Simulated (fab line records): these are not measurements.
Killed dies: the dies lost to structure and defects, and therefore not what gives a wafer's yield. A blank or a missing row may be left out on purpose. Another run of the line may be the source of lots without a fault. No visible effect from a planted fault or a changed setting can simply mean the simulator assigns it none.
Chamber matching | flow n5-finfet | N5_BEOL_M4_ALD_98 on ald-sin-03: 4 sister chambers
The step deposits SiO2, target thk 2.5 nm, pulse time 1 s, co reactant pulse time 1 s. 4 wafers are shown with their chamber, then 8 later ones without.

== WAFERS, EACH WITH ITS CHAMBER ==
wafer  | chamber | heater-power-w (W)
L092.1 | 1       | 83
L092.2 | 2       | 72
L092.3 | 3       | 80
L092.4 | 0       | 88

== WAFERS WITH NO CHAMBER GIVEN ==
wafer  | heater-power-w (W)
L092.5 | 69
L092.6 | 82
L093.1 | 71
L093.2 | 86
L093.5 | 80
L097.2 | 70
L097.4 | 83
L097.5 | 91

== EACH ONE'S CHAMBER ==
wafer  | from the rows above     | in truth
L092.5 | 2                       | 2
L092.6 | can't be placed: 1 or 3 | 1
L093.1 | 2                       | 2
L093.2 | can't be placed: 0 or 1 | 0
L093.5 | can't be placed: 3 or 1 | 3
L097.2 | 2                       | 2
L097.4 | can't be placed: 1 or 3 | 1
L097.5 | 0                       | 0
4 of 8 placed correctly. These rows do not allow placing 4 (true chamber among the candidates in 4). Placed wrongly: 0.
How it was worked out, from the rows above alone: a wafer's distance from a chamber is the root of the sum, over the readings, of the square of ((its reading less the chamber's mean) divided by the reading's scatter). If the next closest chamber is less than 2 further off than the closest, the wafer can't be placed; otherwise it belongs to the closest. The mean given for a chamber averages the wafers shown for that chamber. The scatter: root of mean squared gap, hidden wafer to nearest shown wafer, with one shown wafer a chamber.
